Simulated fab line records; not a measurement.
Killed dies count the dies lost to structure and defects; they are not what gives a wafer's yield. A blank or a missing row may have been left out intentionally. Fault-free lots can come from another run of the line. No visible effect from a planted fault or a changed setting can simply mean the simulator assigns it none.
Matching of chambers | flow n5_finfet | 4 sister chambers for N5_BEOL_M9_ETCH_76 on rie_diel-02
The step etches underlayer in N2/H2, target depth 6.5 nm, time 5.2 s. 4 wafers are shown with their chamber, then 6 later ones without.

## WAFERS, EACH WITH ITS CHAMBER
wafer  | chamber | showerhead_plenum_p_Torr (Torr)
L160.3 | 3       | 2.68
L161.5 | 2       | 2.57
L161.6 | 1       | 2.52
L163.5 | 0       | 2.51

## WAFERS MISSING THEIR CHAMBER
wafer  | showerhead_plenum_p_Torr (Torr)
L164.2 | 2.68
L164.5 | 2.57
L164.6 | 2.51
L174.1 | 2.50
L174.4 | 2.56
L174.5 | 2.66

## WHICH CHAMBER EACH WENT THROUGH
wafer  | from the rows above     | in truth
L164.2 | 3                       | 3
L164.5 | 2                       | 2
L164.6 | can't be placed: 0 or 1 | 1
L174.1 | can't be placed: 0 or 1 | 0
L174.4 | 2                       | 2
L174.5 | 3                       | 3
Correct placement for 4 of the 6. From these rows, 2 cannot be placed; in 2 the true chamber is one of the candidates. Placed wrongly: 0.
How it was worked out, from the rows above alone: a wafer's distance from a chamber is the root of the sum, over the readings, of the square of ((its reading less the chamber's mean) divided by the reading's scatter). If the next closest chamber is less than 2 further off than the closest, the wafer can't be placed; otherwise it belongs to the closest. Each chamber's mean is taken over the wafers shown for it. The scatter: root of mean squared gap, hidden wafer to nearest shown wafer, with one shown wafer a chamber.
